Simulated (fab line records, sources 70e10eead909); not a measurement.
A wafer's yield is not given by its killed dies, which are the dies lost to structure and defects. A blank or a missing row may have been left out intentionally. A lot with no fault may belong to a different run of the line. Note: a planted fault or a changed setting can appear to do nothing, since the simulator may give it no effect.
fab line records -- flow nand_harc
record lots=5, wafers=15, last_day=24
route steps=1159 shown A_ONON_D1@426
lots untouched by any fault: they come from a run of this same line in which no faults occurred
start_h: hours from the record's opening day to when the first of the lot's shown wafers began -- wait_h: hours since the lot's step before -- " as in the row above -- L1.1+2: one row covering several wafers at once -- - no value present, or no start provided -- * or withheld: withheld -- < > ~ a bound
route shown NAME@n: a module of which the file shows steps, and the number in the route of the first -- usual: mean/standard deviation of fault-free wafers -- same: alike in all rows -- chamber/n: place in a boat -- sites: the reading at each site -- _std_site: the values' standard deviation -- _edge_site: outer sites' mean less inner sites' -- radius_mm: for every site, how far away it sits from the centre of the wafer -- mask NAME#n: copy n -- behind: the tool/chamber that last shaped the wafer -- hold: why the lot went on hold/how many hours it stayed there/how the hold came to an end -- device: the transistor (n, p or np) that didn't switch -- end of line: tests of these same wafers at the route's end -- where a step has no rows: the recipe by itself -- killed: dies that structure and defects cost at the first sort, which is not the same as the wafer's yield -- map: a wafer's dies, x killed, . not, _ none there
set.NAME: the setting the step ran with; set.NAME@STEP: the setting that earlier step ran with -- model.NAME: the simulator's own value behind a step, which no gauge read
lots at some steps of the route; a table a step, a row a wafer
services: the hour from which a tool's chamber was out of use, counted from the record's first day as start_h (under 0 if before that day), plus the number of hours and why
## steps
# step NHARC_A_ONON_D1_DEP_03
# recipe target_thk_a=10000, n2_flow_sccm=2750, n2o_flow_sccm=2000, nh3_flow_sccm=500, sih4_flow_sccm=210, temp_c=400
# step NHARC_A_ONON_D1_THK_MEAS_05
# recipe thk_meas_gauge=ellipsometry
# usual thk_nm=1002/7.2
lot.wafer,tool,chamber,start_h,wait_h,thk_nm
L722.2,film_metro-02,-,171.17,-,985
L722.5,film_metro-02,-,171.17,-,986
L722.6,film_metro-02,-,171.17,-,985
L721.1,film_metro-01,-,171.17,-,999
L721.2,film_metro-01,-,171.17,-,999
L721.3,film_metro-01,-,171.17,-,997
L725.1,film_metro-02,-,175.85,-,1003
L725.3,film_metro-02,-,175.85,-,1004
L725.4,film_metro-02,-,175.85,-,1004
L731.2,film_metro-02,-,222.60,-,995
L731.4,film_metro-02,-,222.60,-,996
L731.5,film_metro-02,-,222.60,-,997
L742.1,film_metro-02,-,287.98,-,1005
L742.3,film_metro-02,-,287.98,-,1003
L742.5,film_metro-02,-,287.98,-,1003
# step NHARC_A_ONON_D1_DEP_06
# recipe target_thk_a=10000, n2_flow_sccm=2750, n2o_flow_sccm=2000, nh3_flow_sccm=500, sih4_flow_sccm=210, temp_c=400
# step NHARC_A_ONON_D1_THK_MEAS_08
# recipe thk_meas_gauge=ellipsometry
# usual thk_nm=999/11
lot.wafer,tool,chamber,start_h,wait_h,thk_nm
L721.1,film_metro-01,-,171.73,-,969
L721.2,film_metro-01,-,171.73,-,970
L721.3,film_metro-01,-,171.73,-,968
L722.2,film_metro-02,-,171.74,-,1008
L722.5,film_metro-02,-,171.74,-,1006
L722.6,film_metro-02,-,171.74,-,1006
L725.1,film_metro-01,-,176.42,-,1010
L725.3,film_metro-01,-,176.42,-,1011
L725.4,film_metro-01,-,176.42,-,1011
L731.2,film_metro-01,-,223.17,-,1001
L731.4,film_metro-01,-,223.17,-,1002
L731.5,film_metro-01,-,223.17,-,1002
L742.1,film_metro-01,-,288.55,-,1007
L742.3,film_metro-01,-,288.55,-,1007
L742.5,film_metro-01,-,288.55,-,1006
# step NHARC_A_ONON_D1_DEP_09
# recipe target_thk_a=10000, n2_flow_sccm=2750, n2o_flow_sccm=2000, nh3_flow_sccm=500, sih4_flow_sccm=210, temp_c=400
# step NHARC_A_ONON_D1_THK_MEAS_11
# recipe thk_meas_gauge=ellipsometry
# usual thk_nm=1005/8.4
lot.wafer,tool,chamber,start_h,wait_h,thk_nm
L721.1,film_metro-01,-,172.30,-,1002
L721.2,film_metro-01,-,172.30,-,1003
L721.3,film_metro-01,-,172.30,-,1001
L722.2,film_metro-02,-,172.30,-,993
L722.5,film_metro-02,-,172.30,-,992
L722.6,film_metro-02,-,172.30,-,992
L725.1,film_metro-01,-,176.99,-,1003
L725.3,film_metro-01,-,176.99,-,1003
L725.4,film_metro-01,-,176.99,-,1001
L731.2,film_metro-01,-,223.74,-,1019
L731.4,film_metro-01,-,223.74,-,1019
L731.5,film_metro-01,-,223.74,-,1018
L742.1,film_metro-01,-,289.11,-,1013
L742.3,film_metro-01,-,289.11,-,1012
L742.5,film_metro-01,-,289.11,-,1011
# step NHARC_A_ONON_D1_DEP_12
# recipe target_thk_a=10000, n2_flow_sccm=2750, n2o_flow_sccm=2000, nh3_flow_sccm=500, sih4_flow_sccm=210, temp_c=400
# step NHARC_A_ONON_D1_THK_MEAS_14
# recipe thk_meas_gauge=ellipsometry
# usual thk_nm=1002/7.9
lot.wafer,tool,chamber,start_h,wait_h,thk_nm
L721.1,film_metro-01,-,172.86,-,1003
L721.2,film_metro-01,-,172.86,-,1004
L721.3,film_metro-01,-,172.86,-,1004
L722.2,film_metro-02,-,172.87,-,991
L722.5,film_metro-02,-,172.87,-,990
L722.6,film_metro-02,-,172.87,-,991
L725.1,film_metro-01,-,177.56,-,998
L725.3,film_metro-01,-,177.56,-,998
L725.4,film_metro-01,-,177.56,-,997
L731.2,film_metro-02,-,224.30,-,994
L731.4,film_metro-02,-,224.30,-,993
L731.5,film_metro-02,-,224.30,-,992
L742.1,film_metro-02,-,289.68,-,989
L742.3,film_metro-02,-,289.68,-,988
L742.5,film_metro-02,-,289.68,-,988
# step NHARC_A_ONON_D1_ANNEAL_15
# recipe temp_c=750, time_s=3600
# step NHARC_A_ONON_D1_DEP_16
# recipe target_thk_a=10000, n2_flow_sccm=2750, n2o_flow_sccm=2000, nh3_flow_sccm=500, sih4_flow_sccm=210, temp_c=400
# step NHARC_A_ONON_D1_THK_MEAS_18
# recipe thk_meas_gauge=ellipsometry
# usual thk_nm=1001/8.7
lot.wafer,tool,chamber,start_h,wait_h,thk_nm
L722.2,film_metro-01,-,182.55,-,1008
L722.5,film_metro-01,-,182.55,-,1009
L722.6,film_metro-01,-,182.55,-,1008
L721.1,film_metro-01,-,182.56,-,990
L721.2,film_metro-01,-,182.56,-,991
L721.3,film_metro-01,-,182.56,-,992
L725.1,film_metro-02,-,182.90,-,1006
L725.3,film_metro-02,-,182.90,-,1004
L725.4,film_metro-02,-,182.90,-,1005
L731.2,film_metro-01,-,231.94,-,1000
L731.4,film_metro-01,-,231.94,-,999
L731.5,film_metro-01,-,231.94,-,1001
L742.1,film_metro-01,-,296.80,-,984
L742.3,film_metro-01,-,296.80,-,984
L742.5,film_metro-01,-,296.80,-,984
# step NHARC_A_ONON_D1_DEP_19
# recipe target_thk_a=10000, n2_flow_sccm=2750, n2o_flow_sccm=2000, nh3_flow_sccm=500, sih4_flow_sccm=210, temp_c=400
# usual nh3_flow_sccm=499.9/1.7
lot.wafer,tool,chamber,start_h,wait_h,nh3_flow_sccm
L722.2,pecvd_onon-04,0,182.66,0.1,498.4
L722.5,pecvd_onon-04,0,182.66,0.1,497.7
L722.6,pecvd_onon-04,0,182.66,0.1,498.0
L721.1,pecvd_onon-03,0,182.74,0.2,497.4
L721.2,pecvd_onon-03,0,182.74,0.2,499.7
L721.3,pecvd_onon-03,0,182.74,0.2,501.3
L725.1,pecvd_onon-02,0,182.96,0.1,502.3
L725.3,pecvd_onon-02,0,182.96,0.1,501.2
L725.4,pecvd_onon-02,0,182.96,0.1,500.6
L731.2,pecvd_onon-03,0,232.05,0.1,502.3
L731.4,pecvd_onon-03,0,232.05,0.1,502.1
L731.5,pecvd_onon-03,0,232.05,0.1,501.8
L742.1,pecvd_onon-03,0,296.86,0.1,502.5
L742.3,pecvd_onon-03,0,296.86,0.1,500.7
L742.5,pecvd_onon-03,0,296.86,0.1,503.7
# step NHARC_A_ONON_D1_THK_MEAS_21
# recipe thk_meas_gauge=ellipsometry
# usual thk_nm=1004/6.9
lot.wafer,tool,chamber,start_h,wait_h,thk_nm
L722.2,film_metro-02,-,183.12,-,1016
L722.5,film_metro-02,-,183.12,-,1015
L722.6,film_metro-02,-,183.12,-,1014
L721.1,film_metro-01,-,183.25,-,1003
L721.2,film_metro-01,-,183.25,-,1004
L721.3,film_metro-01,-,183.25,-,1002
L725.1,film_metro-01,-,183.47,-,991
L725.3,film_metro-01,-,183.47,-,992
L725.4,film_metro-01,-,183.47,-,989
L731.2,film_metro-02,-,232.50,-,999
L731.4,film_metro-02,-,232.50,-,999
L731.5,film_metro-02,-,232.50,-,999
L742.1,film_metro-02,-,297.37,-,968
L742.3,film_metro-02,-,297.37,-,1000
L742.5,film_metro-02,-,297.37,-,1001
# step NHARC_A_ONON_D1_DEP_22
# recipe target_thk_a=10000, n2_flow_sccm=2750, n2o_flow_sccm=2000, nh3_flow_sccm=500, sih4_flow_sccm=210, temp_c=400
## services
tool,chamber,start_h,hours,kind
pecvd_onon-04,-,237.34,13.0,pm
pecvd_onon-02,-,292.00,13.0,pm
## key
first_sign step=NHARC_A_ONON_D1_THK_MEAS_21, reading=thk_nm, direction=down, sigmas=5.2, usual=1004, struck=968
effect none on later readings
met_at NHARC_A_ONON_D1_DEP_19
struck_wafers L742.1
sort_left_out L742.1
tester_left_out L742
onset_between 232.05 296.86
fault kind=process_parameter_drift, tool=pecvd_onon-03, chamber=-, onset_h=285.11, steps=NHARC_A_ONON_D1_DEP_19, channel=target_thk_a, offset=*, shape=step, end_h=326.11, scope=struck_wafers_only, acts_in=*, stated=*
# tester_left_out: of these lots the tester's yield and bins aren't shown, on N5 and GAA mostly nor the transistor test; their killed dies are dies lost to structure and defects alone, not to doping, threshold or leakage, so they don't give the yield
# sort_left_out: the simulated sort isn't trusted on such a fault, so these wafers' sort isn't shown, and their yield isn't known
